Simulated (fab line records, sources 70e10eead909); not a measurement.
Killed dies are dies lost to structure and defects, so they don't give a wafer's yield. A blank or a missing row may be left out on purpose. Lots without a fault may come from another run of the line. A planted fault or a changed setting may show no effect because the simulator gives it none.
Chamber matching | flow nand_harc | NHARC_A_CONTACT_ALD_18 on ald_metal-01: 4 sister chambers
The step deposits TiN, target thk 3 nm, pulse time 1 s, ald cycles 150. 4 wafers are shown with their chamber, then 12 later ones without.

WAFERS WITH THEIR CHAMBER
wafer  | chamber | heater_power_w (W)
L089.1 | 1       | 1127
L089.5 | 3       | 1229
L089.2 | 2       | 1082
L089.6 | 0       | 982

WAFERS WITHOUT THEIR CHAMBER
wafer  | heater_power_w (W)
L093.3 | 1122
L093.5 | 972
L093.6 | 1124
L096.1 | 1127
L096.3 | 1003
L096.5 | 994
L096.2 | 1259
L096.4 | 1085
L096.6 | 1145
L094.1 | 1143
L094.4 | 1261
L094.5 | 1250

WHICH CHAMBER EACH WENT THROUGH
wafer  | from the rows above | in truth
L093.3 | 1                   | 1
L093.5 | 0                   | 0
L093.6 | 1                   | 1
L096.1 | 1                   | 1
L096.3 | 0                   | 0
L096.5 | 0                   | 0
L096.2 | 3                   | 3
L096.4 | 2                   | 2
L096.6 | 1                   | 1
L094.1 | 1                   | 1
L094.4 | 3                   | 3
L094.5 | 3                   | 3
Placed correctly: 12 of 12. Can't be placed from these rows: 0. Placed wrongly: 0.
How it was worked out, from the rows above alone: a wafer's distance from a chamber is the root of the sum, over the readings, of the square of ((its reading less the chamber's mean) divided by the reading's scatter). The wafer belongs to the nearest chamber; if the next one is less than 2 further off, it can't be placed. A chamber's mean is the mean of its shown wafers. The scatter: with one shown wafer a chamber, the root of the mean of the squares of how far each hidden wafer lies from its nearest shown one.
